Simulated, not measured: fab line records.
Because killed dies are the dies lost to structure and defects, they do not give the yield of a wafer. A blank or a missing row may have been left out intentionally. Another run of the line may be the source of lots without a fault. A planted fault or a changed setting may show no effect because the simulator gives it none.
Comparing a struck lot with a sound one | flow n5Finfet | 29 out of 1938 route steps
Sound: the wafers L847.1, L847.4, L847.5. Wafers struck: L856.2, L856.5, L856.6. At the end, the cause is stated.
Per side, at each step with rows, come the tool, then ch with its chambers, and then its first start. Under that, the readings that differ: sound wafers | struck wafers | difference of the means | sigmas: that difference in standard deviations of wafers without a fault.
alike: readings whose means differ by less than 2 such deviations, and words and numbers that are the same on both sides. not compared: withheld readings, readings that some wafer has no value for, bounds like >300 that may hide the same value, and numbers for which the record gives no deviation and whose values overlap.
Wherever a step has rows on one side only, a row that says differs or no value, or a row with sigmas, the two part there. Numbers that don't overlap but have no deviation are shown without sigmas and don't part them. Lack of a reading on every wafer of one side parts them only where that side has two or more wafers.

first, 11 steps without rows for these wafers: N5_BEOL_M3_SPUTTER_92 (material Cu, target thk 4.5 nm, time 8.29 s); N5_BEOL_M3_ANNEAL_93 (time 240 s); N5_BEOL_M3_SPUTTER_94 (material Cu, target thk 4.5 nm, time 8.29 s); N5_BEOL_M3_ANNEAL_95 (time 240 s); N5_BEOL_M3_SPUTTER_96 (material Cu, target thk 4.5 nm, time 8.29 s); N5_BEOL_M3_ECD_50 (material Cu, target thk 300 nm); N5_BEOL_M3_ANNEAL_51 (time 90 s); N5_BEOL_M3_CMP_52 (polishes, stops on SiOC, t overpolish 6.8 s, target thk 40 nm); N5_BEOL_M3_PRE_CLEAN_60 (time 15 s); N5_BEOL_M3_CO_CAP_55 (material Co, precursor CCTBA/H2, target thk 2 nm, time 102.1 s); N5_BEOL_M3_PRE_CLEAN_56 (time 15 s).
N5_BEOL_M3_DEP_57: deposits SiCN from 3MS/NH3, target thk 8 nm, time 14 s.
  sound on pecvd-02 ch 0,1,2, day 10 20:37; struck on pecvd-02 ch 0,1,2, day 12 22:26
  alike: showerheadPlenumPTorr, showerheadVppV, throttleValvePct
N5_BEOL_M3_INSPECT_59: inspects for defects (darkfield).
  struck on defectInspect-02, day 12 22:32; sound on defectInspect-01, day 10 20:43
reading        | sound    | struck         | difference | sigmas
rawDefectCount | 74 84 55 | 1116 1124 1030 | +1019      | +44
then, 12 steps without rows for these wafers: N5_BEOL_M4_ILD_DEP_00 (deposits SiOC from DEMS/O2, target thk 79 nm, time 15.3 s); N5_BEOL_M4_PECVD_72 (deposits SiO2 from TEOS/O2, target thk 16 nm, time 18 s); N5_BEOL_M4_HM_DEP_02 (deposits TiN, target thk 20 nm); N5_BEOL_M4_COAT_61 (time 60 s, resist thk 60 nm); N5_BEOL_M4_COAT_62 (time 60 s, resist thk 12 nm); N5_BEOL_M4_COAT_73 (time 60 s, resist thk 5 nm); N5_BEOL_M4_COAT_05 (resist thk 30 nm); N5_BEOL_M4_EBR_07; N5_BEOL_M4_SOFTBAKE_06 (time 60 s); N5_BEOL_M4_EXPOSE_08 (exposes mask M4); N5_BEOL_M4_PEB_09 (peb time 60 s); N5_BEOL_M4_DEVELOP_10 (develop time 30 s).
N5_BEOL_M4_INSPECT_13: inspects for defects (brightfield).
  struck on defectInspect-02, day 13 03:12; sound on defectInspect-01, day 11 01:12
reading        | sound       | struck         | difference | sigmas
rawDefectCount | 681 515 395 | 1531 1360 1424 | +908       | +8
then, 1 step without rows for these wafers: N5_BEOL_M4_DESCUM_16 (chemistry O2, time 7 s).
N5_BEOL_M4_RC_MEAS_101:
  sound on prober-01 ch 0, day 11 09:34; struck on prober-01 ch 0, day 13 12:10
reading   | sound          | struck         | difference | sigmas
VT_P (mV) | -258 -252 -256 | -246 -247 -247 | +9         | +2
  alike: DIBL_N, DIBL_P, IOFF_N, IOFF_P, ION_N, ION_P, SS_N, SS_P, VT_N
-- here the record skips 4 days between the struck wafers' starts before and after, leaving off in module BEOL_M4 and picking up in module PASSIVATION (first step shown: number 1936 of the route) --
N5_PASSIVATION_PROBE_49:
  struck on prober-01, day 17 23:06; sound on prober-01, day 15 11:38
reading                 | sound          | struck         | difference | sigmas
defectLimitedYield (%)  | 92.5 93.5 91.2 | 79.0 83.4 80.3 | -11.5      | -7
killed_at_M0_to_M3      | 32 14 28       | 179 126 177    | +136       | +12
killedDies              | 89 77 104      | 248 196 233    | +136       | +7
sort_bin_5_function (%) | 3.4 3.4 5.3    | 13.5 8.7 13.4  | +7.8       | +7
sortNPass               | 1091 1103 1076 | 932 984 947    | -136       | -7
sortYieldPct (%)        | 92.5 93.5 91.2 | 79.0 83.4 80.3 | -11.5      | -7
  alike: killed_at_M4_up, killedAtContacts, killedAtFrontEnd, killedAtOther, killedOpen, killedShort, sort_bin_6_memory

WHERE THEY PART
Earliest at N5_BEOL_M3_INSPECT_59; latest, in this record, at N5_PASSIVATION_PROBE_49.

WHY: the cause the simulator had injected
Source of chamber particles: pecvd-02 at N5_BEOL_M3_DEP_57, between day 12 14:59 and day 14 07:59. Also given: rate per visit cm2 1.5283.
